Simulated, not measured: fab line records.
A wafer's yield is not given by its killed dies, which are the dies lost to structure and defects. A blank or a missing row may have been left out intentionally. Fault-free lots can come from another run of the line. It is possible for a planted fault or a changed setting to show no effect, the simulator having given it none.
Matching of chambers :: flow n5Finfet :: 3 sister chambers for N5_PASSIVATION_PECVD_01 on pecvd-04
The step deposits SiNx from SiH4/NH3/N2, target thk 200 nm, time 43.2 s. 16 wafers are shown with their chamber, then 8 later ones without.

## WAFERS, EACH WITH ITS CHAMBER
wafer: L077.3
chamber: 2
showerheadPlenumPTorr (Torr): 8.68
throttleValvePct (%): 26.2
heaterPowerW (W): 441

wafer: L077.4
chamber: 2
showerheadPlenumPTorr (Torr): 8.68
throttleValvePct (%): 26.0
heaterPowerW (W): 445

wafer: L077.5
chamber: 1
showerheadPlenumPTorr (Torr): 8.55
throttleValvePct (%): 27.9
heaterPowerW (W): 284

wafer: L078.1
chamber: 1
showerheadPlenumPTorr (Torr): 8.57
throttleValvePct (%): 27.9
heaterPowerW (W): 379

wafer: L078.3
chamber: 0
showerheadPlenumPTorr (Torr): 8.64
throttleValvePct (%): 28.1
heaterPowerW (W): 355

wafer: L078.4
chamber: 1
showerheadPlenumPTorr (Torr): 8.55
throttleValvePct (%): 27.9
heaterPowerW (W): 394

wafer: L082.1
chamber: 2
showerheadPlenumPTorr (Torr): 8.67
throttleValvePct (%): 26.1
heaterPowerW (W): 404

wafer: L082.3
chamber: 0
showerheadPlenumPTorr (Torr): 8.64
throttleValvePct (%): 27.8
heaterPowerW (W): 328

wafer: L082.4
chamber: 2
showerheadPlenumPTorr (Torr): 8.67
throttleValvePct (%): 26.2
heaterPowerW (W): 413

wafer: L084.3
chamber: 1
showerheadPlenumPTorr (Torr): 8.55
throttleValvePct (%): 28.0
heaterPowerW (W): 393

wafer: L084.5
chamber: 0
showerheadPlenumPTorr (Torr): 8.63
throttleValvePct (%): 28.1
heaterPowerW (W): 351

wafer: L084.6
chamber: 2
showerheadPlenumPTorr (Torr): 8.68
throttleValvePct (%): 26.6
heaterPowerW (W): 460

wafer: L088.1
chamber: 0
showerheadPlenumPTorr (Torr): 8.64
throttleValvePct (%): 27.9
heaterPowerW (W): 333

wafer: L088.2
chamber: 1
showerheadPlenumPTorr (Torr): 8.55
throttleValvePct (%): 27.6
heaterPowerW (W): 407

wafer: L088.5
chamber: 2
showerheadPlenumPTorr (Torr): 8.67
throttleValvePct (%): 26.3
heaterPowerW (W): 430

wafer: L091.1
chamber: 0
showerheadPlenumPTorr (Torr): 8.64
throttleValvePct (%): 28.1
heaterPowerW (W): 309

SIGNATURES (averages over the wafers above)
reading: showerheadPlenumPTorr
chamber 0: 8.6380
chamber 1: 8.5540
chamber 2: 8.6750
scatter within a chamber: 0.0065

reading: throttleValvePct
chamber 0: 28.000
chamber 1: 27.860
chamber 2: 26.233
scatter within a chamber: 0.172

reading: heaterPowerW
chamber 0: 335.20
chamber 1: 371.40
chamber 2: 432.17
scatter within a chamber: 32.2
Rule: a wafer lies at a distance from a chamber equal to the root of the sum of squares, over the readings, of (its reading less the chamber's mean, divided by the reading's scatter). If the next closest chamber is less than 2 further off than the closest, the wafer can't be placed; otherwise it belongs to the closest. How the scatter is found: for the shown wafers, subtract from each reading the mean of its chamber, square and add these, divide the total by (wafers less chambers), then take the root.

## WAFERS WITHOUT THEIR CHAMBER
wafer: L091.3
showerheadPlenumPTorr (Torr): 8.67
throttleValvePct (%): 26.5
heaterPowerW (W): 364

wafer: L091.6
showerheadPlenumPTorr (Torr): 8.67
throttleValvePct (%): 26.6
heaterPowerW (W): 405

wafer: L092.1
showerheadPlenumPTorr (Torr): 8.62
throttleValvePct (%): 27.8
heaterPowerW (W): 233

wafer: L092.2
showerheadPlenumPTorr (Torr): 8.56
throttleValvePct (%): 27.7
heaterPowerW (W): 378

wafer: L092.5
showerheadPlenumPTorr (Torr): 8.54
throttleValvePct (%): 27.7
heaterPowerW (W): 378

wafer: L093.1
showerheadPlenumPTorr (Torr): 8.58
throttleValvePct (%): 27.8
heaterPowerW (W): 386

wafer: L093.4
showerheadPlenumPTorr (Torr): 8.62
throttleValvePct (%): 28.0
heaterPowerW (W): 346

wafer: L093.5
showerheadPlenumPTorr (Torr): 8.66
throttleValvePct (%): 26.7
heaterPowerW (W): 473

## WHICH CHAMBER EACH ONE RAN IN
wafer: L091.3
from the rows above: 2
in truth: 2

wafer: L091.6
from the rows above: 2
in truth: 2

wafer: L092.1
from the rows above: 0
in truth: 0

wafer: L092.2
from the rows above: 1
in truth: 1

wafer: L092.5
from the rows above: 1
in truth: 1

wafer: L093.1
from the rows above: 1
in truth: 1

wafer: L093.4
from the rows above: 0
in truth: 0

wafer: L093.5
from the rows above: 2
in truth: 2
Correctly placed: 8 of 8. Not placeable from these rows: 0. 0 placed wrongly.
